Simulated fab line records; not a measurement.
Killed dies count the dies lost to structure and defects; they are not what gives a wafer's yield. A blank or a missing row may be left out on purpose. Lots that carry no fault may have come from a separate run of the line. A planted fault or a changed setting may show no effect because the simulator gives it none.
What tool caused it? || flow nand harc || Sampling: 12 lots, 36 wafers, 5 of 1159 route steps

## WHAT THE GAUGES SHOWED, per wafer
NHARC_END_SORT_01. Usual: killed at array 28, standard deviation 11; killed at other 0.8, standard deviation 1.1; killed at periphery 3.3, standard deviation 2.8; killed dies 32, standard deviation 11; killed open 3.3, standard deviation 1.9; killed short 1.9, standard deviation 1.4.
{"lot": "L936", "measured": "day 20 01:54", "on": "prober-02", "killed at array": "8 12 13", "killed at other": "1 2 0", "killed at periphery": "10 2 3", "killed dies": "19 16 16", "killed open": "3 2 4", "killed short": "0 2 1", "flag": ""}
{"lot": "L937", "measured": "day 20 02:50", "on": "prober-01", "killed at array": "27 19 23", "killed at other": "0 1 0", "killed at periphery": "10 9 12", "killed dies": "37 29 35", "killed open": "1 3 1", "killed short": "2 0 3", "flag": ""}
{"lot": "L938", "measured": "day 20 12:46", "on": "prober-01", "killed at array": "34 21 19", "killed at other": "0 0 0", "killed at periphery": "1 3 3", "killed dies": "35 24 22", "killed open": "3 2 4", "killed short": "3 2 1", "flag": ""}
{"lot": "L943", "measured": "day 21 22:28", "on": "prober-01", "killed at array": "29 41 38", "killed at other": "0 0 1", "killed at periphery": "6 0 1", "killed dies": "35 41 40", "killed open": "8 4 3", "killed short": "0 0 0", "flag": ""}
{"lot": "L942", "measured": "day 21 14:41", "on": "prober-01", "killed at array": "12 21 15", "killed at other": "0 0 0", "killed at periphery": "2 3 4", "killed dies": "14 24 19", "killed open": "3 6 2", "killed short": "0 3 0", "flag": ""}
{"lot": "L944", "measured": "day 21 17:04", "on": "prober-02", "killed at array": "31 21 29", "killed at other": "0 1 1", "killed at periphery": "0 0 0", "killed dies": "31 22 30", "killed open": "2 1 7", "killed short": "2 1 1", "flag": ""}
{"lot": "L946", "measured": "day 22 09:53", "on": "prober-02", "killed at array": "35 31 24", "killed at other": "1 3 0", "killed at periphery": "6 7 5", "killed dies": "42 41 29", "killed open": "8 6 3", "killed short": "3 2 1", "flag": ""}
{"lot": "L948", "measured": "day 22 02:00", "on": "prober-02", "killed at array": "34 36 40", "killed at other": "3 5 4", "killed at periphery": "6 6 1", "killed dies": "43 47 45", "killed open": "1 2 0", "killed short": "3 0 3", "flag": ""}
{"lot": "L947", "measured": "day 22 14:04", "on": "prober-01", "killed at array": "37 39 36", "killed at other": "0 0 0", "killed at periphery": "2 9 6", "killed dies": "39 48 42", "killed open": "2 3 2", "killed short": "5 3 3", "flag": ""}
{"lot": "L954", "measured": "day 25 01:14", "on": "prober-02", "killed at array": "676 674 675", "killed at other": "0 1 0", "killed at periphery": "1 2 2", "killed dies": "677 677 677", "killed open": "2 6 5", "killed short": "4 2 1", "flag": "OFF"}
{"lot": "L957", "measured": "day 25 09:50", "on": "prober-02", "killed at array": "46 44 43", "killed at other": "5 2 0", "killed at periphery": "4 2 4", "killed dies": "55 48 47", "killed open": "4 2 4", "killed short": "3 2 1", "flag": ""}
{"lot": "L955", "measured": "day 25 02:11", "on": "prober-01", "killed at array": "673 669 669", "killed at other": "0 1 0", "killed at periphery": "4 7 8", "killed dies": "677 677 677", "killed open": "1 3 1", "killed short": "2 3 4", "flag": "OFF"}

## EACH LOT AND THE TOOL THAT RAN IT (in order: tool; ch and the chambers of the sampled wafers; start)
{"lot": "L936", "NHARC_A_STAIRCASE_ETCH_223": "rie diel-02 ch 1,2,3, day 11 18:05 or earlier", "NHARC_A_STAIRCASE_TRIM_224": "rie diel-02 ch 0,1,3, day 11 18:05 or earlier", "NHARC_A_STAIRCASE_ETCH_230": "rie diel-01 ch 0,1,3, day 11 18:05 or earlier", "NHARC_A_STAIRCASE_TRIM_231": "rie diel-01 ch 1,2, day 11 18:05"}
{"lot": "L937", "NHARC_A_STAIRCASE_ETCH_223": "rie diel-01 ch 0,1,3, day 11 20:46 or earlier", "NHARC_A_STAIRCASE_TRIM_224": "rie diel-01 ch 0,1,3, day 11 20:46 or earlier", "NHARC_A_STAIRCASE_ETCH_230": "rie diel-01 ch 1,2,3, day 11 20:46 or earlier", "NHARC_A_STAIRCASE_TRIM_231": "rie diel-01 ch 0,3, day 11 20:46"}
{"lot": "L938", "NHARC_A_STAIRCASE_ETCH_223": "rie diel-07 ch 0,1,3, day 12 04:53 or earlier", "NHARC_A_STAIRCASE_TRIM_224": "rie diel-07 ch 1,2,3, day 12 04:53 or earlier", "NHARC_A_STAIRCASE_ETCH_230": "rie diel-01 ch 1,2,3, day 12 04:53 or earlier", "NHARC_A_STAIRCASE_TRIM_231": "rie diel-01 ch 0,1,2, day 12 04:53"}
{"lot": "L943", "NHARC_A_STAIRCASE_ETCH_223": "rie diel-02 ch 0,1,3, day 13 12:31 or earlier", "NHARC_A_STAIRCASE_TRIM_224": "rie diel-02 ch 0,1,3, day 13 12:31 or earlier", "NHARC_A_STAIRCASE_ETCH_230": "rie diel-02 ch 0,1,3, day 13 12:31 or earlier", "NHARC_A_STAIRCASE_TRIM_231": "rie diel-02 ch 0,1,2, day 13 12:31"}
{"lot": "L942", "NHARC_A_STAIRCASE_ETCH_223": "rie diel-01 ch 0,1,2, day 13 12:47 or earlier", "NHARC_A_STAIRCASE_TRIM_224": "rie diel-01 ch 0,1,3, day 13 12:47 or earlier", "NHARC_A_STAIRCASE_ETCH_230": "rie diel-01 ch 0,1,2, day 13 12:47 or earlier", "NHARC_A_STAIRCASE_TRIM_231": "rie diel-01 ch 1,2,3, day 13 12:47"}
{"lot": "L944", "NHARC_A_STAIRCASE_ETCH_223": "rie diel-02 ch 0,2,3, day 13 15:41 or earlier", "NHARC_A_STAIRCASE_TRIM_224": "rie diel-02 ch 0,3, day 13 15:41 or earlier", "NHARC_A_STAIRCASE_ETCH_230": "rie diel-07 ch 0,1, day 13 15:41 or earlier", "NHARC_A_STAIRCASE_TRIM_231": "rie diel-07 ch 0,3, day 13 15:41"}
{"lot": "L946", "NHARC_A_STAIRCASE_ETCH_223": "rie diel-07 ch 0,1,2, day 14 04:41 or earlier", "NHARC_A_STAIRCASE_TRIM_224": "rie diel-07 ch 1,3, day 14 04:41 or earlier", "NHARC_A_STAIRCASE_ETCH_230": "rie diel-07 ch 0,2,3, day 14 04:41 or earlier", "NHARC_A_STAIRCASE_TRIM_231": "rie diel-07 ch 0,2,3, day 14 04:41"}
{"lot": "L948", "NHARC_A_STAIRCASE_ETCH_223": "rie diel-02 ch 0,2,3, day 14 07:37 or earlier", "NHARC_A_STAIRCASE_TRIM_224": "rie diel-02 ch 1,3, day 14 07:37 or earlier", "NHARC_A_STAIRCASE_ETCH_230": "rie diel-02 ch 0,1,3, day 14 07:37 or earlier", "NHARC_A_STAIRCASE_TRIM_231": "rie diel-02 ch 0,3, day 14 07:37"}
{"lot": "L947", "NHARC_A_STAIRCASE_ETCH_223": "rie diel-02 ch 0,1,2, day 14 10:31 or earlier", "NHARC_A_STAIRCASE_TRIM_224": "rie diel-02 ch 0,1, day 14 10:31 or earlier", "NHARC_A_STAIRCASE_ETCH_230": "rie diel-07 ch 0,3, day 14 10:31 or earlier", "NHARC_A_STAIRCASE_TRIM_231": "rie diel-07 ch 0,2,3, day 14 10:31"}
{"lot": "L954", "NHARC_A_STAIRCASE_ETCH_223": "rie diel-01 ch 1,2,3, day 16 04:23 or earlier", "NHARC_A_STAIRCASE_TRIM_224": "rie diel-01 ch 0,1,2, day 16 04:23 or earlier", "NHARC_A_STAIRCASE_ETCH_230": "rie diel-02 ch 1,3, day 16 04:23 or earlier", "NHARC_A_STAIRCASE_TRIM_231": "rie diel-02 ch 0,1,3, day 16 04:23"}
{"lot": "L957", "NHARC_A_STAIRCASE_ETCH_223": "rie diel-07 ch 0,2,3, day 16 12:17 or earlier", "NHARC_A_STAIRCASE_TRIM_224": "rie diel-07 ch 2,3, day 16 12:17 or earlier", "NHARC_A_STAIRCASE_ETCH_230": "rie diel-07 ch 1,2, day 16 12:17 or earlier", "NHARC_A_STAIRCASE_TRIM_231": "rie diel-07 ch 0,2,3, day 16 12:17"}
{"lot": "L955", "NHARC_A_STAIRCASE_ETCH_223": "rie diel-02 ch 0,1,3, day 16 13:09 or earlier", "NHARC_A_STAIRCASE_TRIM_224": "rie diel-02 ch 0,1,3, day 16 13:09 or earlier", "NHARC_A_STAIRCASE_ETCH_230": "rie diel-02 ch 1,2, day 16 13:09 or earlier", "NHARC_A_STAIRCASE_TRIM_231": "rie diel-02 ch 2,3, day 16 13:09"}
- NHARC_A_STAIRCASE_ETCH_223: etches the open film in C4F8/O2, target depth 100 nm, time 40.5 s.
- NHARC_A_STAIRCASE_TRIM_224: chemistry O2, time 211.2 s.
- NHARC_A_STAIRCASE_ETCH_230: etches the open film in C4F8/O2, target depth 100 nm, time 40.5 s.
- NHARC_A_STAIRCASE_TRIM_231: chemistry O2, time 211.2 s.

## AS READ BY THE TOOLS THEMSELVES (means over the sampled wafers that have a number; for cases with no such wafer, the mark the record gives instead)
NHARC_A_STAIRCASE_ETCH_223. Usual: oes product au 0.948 a.u., standard deviation 0.013; rf vpp V 895 V, standard deviation 4.1.
{"lot": "L936", "tool": "rie diel-02", "oes product au (a.u.)": 0.941, "rf vpp V (V)": 896, "flag": ""}
{"lot": "L937", "tool": "rie diel-01", "oes product au (a.u.)": 0.949, "rf vpp V (V)": 892, "flag": ""}
{"lot": "L938", "tool": "rie diel-07", "oes product au (a.u.)": 0.958, "rf vpp V (V)": 900, "flag": ""}
{"lot": "L943", "tool": "rie diel-02", "oes product au (a.u.)": 0.934, "rf vpp V (V)": 893, "flag": ""}
{"lot": "L942", "tool": "rie diel-01", "oes product au (a.u.)": 0.971, "rf vpp V (V)": 891, "flag": ""}
{"lot": "L944", "tool": "rie diel-02", "oes product au (a.u.)": 0.950, "rf vpp V (V)": 895, "flag": ""}
{"lot": "L946", "tool": "rie diel-07", "oes product au (a.u.)": 0.949, "rf vpp V (V)": 898, "flag": ""}
{"lot": "L948", "tool": "rie diel-02", "oes product au (a.u.)": 0.931, "rf vpp V (V)": 894, "flag": ""}
{"lot": "L947", "tool": "rie diel-02", "oes product au (a.u.)": 0.951, "rf vpp V (V)": 895, "flag": ""}
{"lot": "L954", "tool": "rie diel-01", "oes product au (a.u.)": 0.956, "rf vpp V (V)": 894, "flag": ""}
{"lot": "L957", "tool": "rie diel-07", "oes product au (a.u.)": 0.945, "rf vpp V (V)": 898, "flag": ""}
{"lot": "L955", "tool": "rie diel-02", "oes product au (a.u.)": 0.949, "rf vpp V (V)": 892, "flag": ""}

NHARC_A_STAIRCASE_TRIM_224. Usual: chamber pressure mTorr 60.00 mTorr, standard deviation 0.054; drypump motor current A 5.81 A, standard deviation 0.3; oes product au 1.004 a.u., standard deviation 0.012; rf vpp V 57.7 V, standard deviation 0.83; showerhead plenum p Torr 3.50 Torr, standard deviation 0.11; throttle valve pct 17.037 %, standard deviation 0.0088.
{"lot": "L936", "tool": "rie diel-02", "chamber pressure mTorr (mTorr)": 59.94, "drypump motor current A (A)": 5.83, "oes product au (a.u.)": 1.009, "rf vpp V (V)": 57.1, "showerhead plenum p Torr (Torr)": 3.46, "throttle valve pct (%)": 17.036, "flag": ""}
{"lot": "L937", "tool": "rie diel-01", "chamber pressure mTorr (mTorr)": 59.97, "drypump motor current A (A)": 5.68, "oes product au (a.u.)": 0.999, "rf vpp V (V)": 57.8, "showerhead plenum p Torr (Torr)": 3.41, "throttle valve pct (%)": 17.034, "flag": ""}
{"lot": "L938", "tool": "rie diel-07", "chamber pressure mTorr (mTorr)": 60.00, "drypump motor current A (A)": 5.93, "oes product au (a.u.)": 1.007, "rf vpp V (V)": 57.7, "showerhead plenum p Torr (Torr)": 3.61, "throttle valve pct (%)": 17.041, "flag": ""}
{"lot": "L943", "tool": "rie diel-02", "chamber pressure mTorr (mTorr)": 60.03, "drypump motor current A (A)": 5.82, "oes product au (a.u.)": 0.996, "rf vpp V (V)": 56.9, "showerhead plenum p Torr (Torr)": 3.45, "throttle valve pct (%)": 17.048, "flag": ""}
{"lot": "L942", "tool": "rie diel-01", "chamber pressure mTorr (mTorr)": 60.02, "drypump motor current A (A)": 5.67, "oes product au (a.u.)": 1.010, "rf vpp V (V)": 57.1, "showerhead plenum p Torr (Torr)": 3.41, "throttle valve pct (%)": 17.042, "flag": ""}
{"lot": "L944", "tool": "rie diel-02", "chamber pressure mTorr (mTorr)": 60.00, "drypump motor current A (A)": 5.52, "oes product au (a.u.)": 0.995, "rf vpp V (V)": 57.2, "showerhead plenum p Torr (Torr)": 3.44, "throttle valve pct (%)": 17.034, "flag": ""}
{"lot": "L946", "tool": "rie diel-07", "chamber pressure mTorr (mTorr)": 59.99, "drypump motor current A (A)": 5.99, "oes product au (a.u.)": 1.017, "rf vpp V (V)": 58.1, "showerhead plenum p Torr (Torr)": 3.66, "throttle valve pct (%)": 17.036, "flag": ""}
{"lot": "L948", "tool": "rie diel-02", "chamber pressure mTorr (mTorr)": 59.98, "drypump motor current A (A)": 5.90, "oes product au (a.u.)": 1.007, "rf vpp V (V)": 57.7, "showerhead plenum p Torr (Torr)": 3.48, "throttle valve pct (%)": 17.038, "flag": ""}
{"lot": "L947", "tool": "rie diel-02", "chamber pressure mTorr (mTorr)": 59.97, "drypump motor current A (A)": 6.14, "oes product au (a.u.)": 1.008, "rf vpp V (V)": 58.1, "showerhead plenum p Torr (Torr)": 3.45, "throttle valve pct (%)": 17.028, "flag": ""}
{"lot": "L954", "tool": "rie diel-01", "chamber pressure mTorr (mTorr)": 59.99, "drypump motor current A (A)": 5.60, "oes product au (a.u.)": 1.010, "rf vpp V (V)": 57.8, "showerhead plenum p Torr (Torr)": 3.55, "throttle valve pct (%)": 17.034, "flag": ""}
{"lot": "L957", "tool": "rie diel-07", "chamber pressure mTorr (mTorr)": 59.97, "drypump motor current A (A)": 6.10, "oes product au (a.u.)": 1.008, "rf vpp V (V)": 58.5, "showerhead plenum p Torr (Torr)": 3.62, "throttle valve pct (%)": 17.040, "flag": ""}
{"lot": "L955", "tool": "rie diel-02", "chamber pressure mTorr (mTorr)": 60.04, "drypump motor current A (A)": 5.84, "oes product au (a.u.)": 1.005, "rf vpp V (V)": 57.8, "showerhead plenum p Torr (Torr)": 3.44, "throttle valve pct (%)": 17.038, "flag": ""}

NHARC_A_STAIRCASE_ETCH_230. Usual: oes product au 0.954 a.u., standard deviation 0.017; rf vpp V 895 V, standard deviation 5.2.
{"lot": "L936", "tool": "rie diel-01", "oes product au (a.u.)": 0.974, "rf vpp V (V)": 892, "flag": ""}
{"lot": "L937", "tool": "rie diel-01", "oes product au (a.u.)": 0.943, "rf vpp V (V)": 888, "flag": ""}
{"lot": "L938", "tool": "rie diel-01", "oes product au (a.u.)": 0.942, "rf vpp V (V)": 888, "flag": ""}
{"lot": "L943", "tool": "rie diel-02", "oes product au (a.u.)": 0.941, "rf vpp V (V)": 893, "flag": ""}
{"lot": "L942", "tool": "rie diel-01", "oes product au (a.u.)": 0.957, "rf vpp V (V)": 890, "flag": ""}
{"lot": "L944", "tool": "rie diel-07", "oes product au (a.u.)": 0.963, "rf vpp V (V)": 900, "flag": ""}
{"lot": "L946", "tool": "rie diel-07", "oes product au (a.u.)": 0.943, "rf vpp V (V)": 899, "flag": ""}
{"lot": "L948", "tool": "rie diel-02", "oes product au (a.u.)": 0.959, "rf vpp V (V)": 893, "flag": ""}
{"lot": "L947", "tool": "rie diel-07", "oes product au (a.u.)": 0.962, "rf vpp V (V)": 901, "flag": ""}
{"lot": "L954", "tool": "rie diel-02", "oes product au (a.u.)": 0.927, "rf vpp V (V)": 894, "flag": ""}
{"lot": "L957", "tool": "rie diel-07", "oes product au (a.u.)": 0.965, "rf vpp V (V)": 897, "flag": ""}
{"lot": "L955", "tool": "rie diel-02", "oes product au (a.u.)": 0.936, "rf vpp V (V)": 896, "flag": ""}

NHARC_A_STAIRCASE_TRIM_231. Usual: chamber pressure mTorr 60.00 mTorr, standard deviation 0.056; drypump motor current A 5.77 A, standard deviation 0.28; oes product au 1.006 a.u., standard deviation 0.013; rf vpp V 57.6 V, standard deviation 0.87; showerhead plenum p Torr 3.49 Torr, standard deviation 0.13; throttle valve pct 17.037 %, standard deviation 0.0091.
{"lot": "L936", "tool": "rie diel-01", "chamber pressure mTorr (mTorr)": 60.03, "drypump motor current A (A)": 5.48, "oes product au (a.u.)": 1.008, "rf vpp V (V)": 56.0, "showerhead plenum p Torr (Torr)": 3.32, "throttle valve pct (%)": 17.033, "flag": ""}
{"lot": "L937", "tool": "rie diel-01", "chamber pressure mTorr (mTorr)": 60.01, "drypump motor current A (A)": 5.85, "oes product au (a.u.)": 0.999, "rf vpp V (V)": 57.3, "showerhead plenum p Torr (Torr)": 3.42, "throttle valve pct (%)": 17.030, "flag": ""}
{"lot": "L938", "tool": "rie diel-01", "chamber pressure mTorr (mTorr)": 59.98, "drypump motor current A (A)": 5.59, "oes product au (a.u.)": 1.014, "rf vpp V (V)": 57.2, "showerhead plenum p Torr (Torr)": 3.39, "throttle valve pct (%)": 17.033, "flag": ""}
{"lot": "L943", "tool": "rie diel-02", "chamber pressure mTorr (mTorr)": 59.97, "drypump motor current A (A)": 5.98, "oes product au (a.u.)": 0.999, "rf vpp V (V)": 57.0, "showerhead plenum p Torr (Torr)": 3.48, "throttle valve pct (%)": 17.037, "flag": ""}
{"lot": "L942", "tool": "rie diel-01", "chamber pressure mTorr (mTorr)": 60.06, "drypump motor current A (A)": 5.68, "oes product au (a.u.)": 1.005, "rf vpp V (V)": 57.2, "showerhead plenum p Torr (Torr)": 3.31, "throttle valve pct (%)": 17.040, "flag": ""}
{"lot": "L944", "tool": "rie diel-07", "chamber pressure mTorr (mTorr)": 59.98, "drypump motor current A (A)": 5.76, "oes product au (a.u.)": 1.005, "rf vpp V (V)": 58.1, "showerhead plenum p Torr (Torr)": 3.66, "throttle valve pct (%)": 17.037, "flag": ""}
{"lot": "L946", "tool": "rie diel-07", "chamber pressure mTorr (mTorr)": 60.00, "drypump motor current A (A)": 5.88, "oes product au (a.u.)": 1.005, "rf vpp V (V)": 57.8, "showerhead plenum p Torr (Torr)": 3.62, "throttle valve pct (%)": 17.037, "flag": ""}
{"lot": "L948", "tool": "rie diel-02", "chamber pressure mTorr (mTorr)": 59.99, "drypump motor current A (A)": 5.77, "oes product au (a.u.)": 0.999, "rf vpp V (V)": 57.5, "showerhead plenum p Torr (Torr)": 3.42, "throttle valve pct (%)": 17.044, "flag": ""}
{"lot": "L947", "tool": "rie diel-07", "chamber pressure mTorr (mTorr)": 59.97, "drypump motor current A (A)": 5.90, "oes product au (a.u.)": 1.001, "rf vpp V (V)": 57.8, "showerhead plenum p Torr (Torr)": 3.62, "throttle valve pct (%)": 17.041, "flag": ""}
{"lot": "L954", "tool": "rie diel-02", "chamber pressure mTorr (mTorr)": "-", "drypump motor current A (A)": "-", "oes product au (a.u.)": "-", "rf vpp V (V)": "-", "showerhead plenum p Torr (Torr)": "-", "throttle valve pct (%)": "-", "flag": "OFF"}
{"lot": "L957", "tool": "rie diel-07", "chamber pressure mTorr (mTorr)": 60.00, "drypump motor current A (A)": 5.89, "oes product au (a.u.)": 1.007, "rf vpp V (V)": 58.1, "showerhead plenum p Torr (Torr)": 3.61, "throttle valve pct (%)": 17.037, "flag": ""}
{"lot": "L955", "tool": "rie diel-02", "chamber pressure mTorr (mTorr)": "-", "drypump motor current A (A)": "-", "oes product au (a.u.)": "-", "rf vpp V (V)": "-", "showerhead plenum p Torr (Torr)": "-", "throttle valve pct (%)": "-", "flag": "OFF"}

## THE ANSWER, worked out from the rows above alone
Rule: take the mean of a lot's wafers that have a number; if it is more than 3 standard deviations from the usual mean, the lot is off. A lot without any number at a reading at which 4 lots or more have one is off too. All remaining lots with rows at the step are treated as sound. Order of review: gauges by route order, followed by the tools' own readings, for which a lot's mean as printed above is used. The first step at which some lot is off is used, and at that step the reading that is off furthest; a lot without a number counts as furthest.
Off, at NHARC_END_SORT_01 on killed at array: L954, L955.
If a tool, at a process step before that reading, ran all the lots that are off and no sound lot after the first of them, it fits. Not tried: the gauges at NHARC_END_SORT_01; whatever is off there is also off at NHARC_A_STAIRCASE_TRIM_231, on other tools, and gauge error can't account for it. Because NHARC_A_STAIRCASE_ETCH_223 lacks a start for some lots, the hours and order of its lots are taken from NHARC_A_STAIRCASE_TRIM_231. Because NHARC_A_STAIRCASE_TRIM_224 lacks a start for some lots, the hours and order of its lots are taken from NHARC_A_STAIRCASE_TRIM_231. Because NHARC_A_STAIRCASE_ETCH_230 lacks a start for some lots, the hours and order of its lots are taken from NHARC_A_STAIRCASE_TRIM_231. One fits: rie diel-02 at NHARC_A_STAIRCASE_ETCH_230 and NHARC_A_STAIRCASE_TRIM_231. At NHARC_A_STAIRCASE_ETCH_230 its last sound lot is L948 (day 14 07:37), its first lot that is off L954 (day 16 04:23): a fault that began between those two fits.

## WHAT THE SIMULATOR HAD INSERTED
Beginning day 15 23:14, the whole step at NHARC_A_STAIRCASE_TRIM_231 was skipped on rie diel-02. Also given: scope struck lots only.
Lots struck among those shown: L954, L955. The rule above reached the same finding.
